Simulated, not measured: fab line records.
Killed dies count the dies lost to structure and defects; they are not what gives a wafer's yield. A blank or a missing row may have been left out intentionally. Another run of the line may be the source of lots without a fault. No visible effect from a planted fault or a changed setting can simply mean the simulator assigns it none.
Chamber matching    flow nandHarc    NHARC_A_STAIRCASE_DESCUM_252 on rieDiel-06: 4 sister chambers
The step chemistry O2, time 3 s. 4 wafers are shown with their chamber, then 11 later ones without.

WAFERS, EACH WITH ITS CHAMBER
wafer   chamber  showerheadPlenumPTorr (Torr)
L084.1  1        1.89
L086.1  3        1.94
L086.4  2        1.83
L088.1  0        2.04

WAFERS MISSING THEIR CHAMBER
wafer   showerheadPlenumPTorr (Torr)
L088.2  1.93
L088.5  1.93
L093.2  1.83
L093.3  1.93
L093.6  1.88
L094.1  2.03
L094.3  1.87
L094.4  1.93
L097.1  1.87
L097.2  2.03
L097.5  1.82

THE CHAMBER EACH PASSED THROUGH
wafer   from the rows above      in truth
L088.2  3                        3
L088.5  3                        3
L093.2  2                        2
L093.3  3                        3
L093.6  1                        1
L094.1  0                        0
L094.3  can't be placed: 1 or 2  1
L094.4  3                        3
L097.1  can't be placed: 1 or 2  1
L097.2  0                        0
L097.5  2                        2
Correctly placed: 9 of 11. Cannot be placed on the basis of these rows: 2; the candidates contain the true chamber in 2. Placed wrongly: 0.
How it was worked out, from the rows above alone: a wafer's distance from a chamber is the root of the sum, over the readings, of the square of ((its reading less the chamber's mean) divided by the reading's scatter). If the next closest chamber is less than 2 further off than the closest, the wafer can't be placed; otherwise it belongs to the closest. A chamber's mean is the mean of its shown wafers. The scatter: root of mean squared gap, hidden wafer to nearest shown wafer, with one shown wafer a chamber.
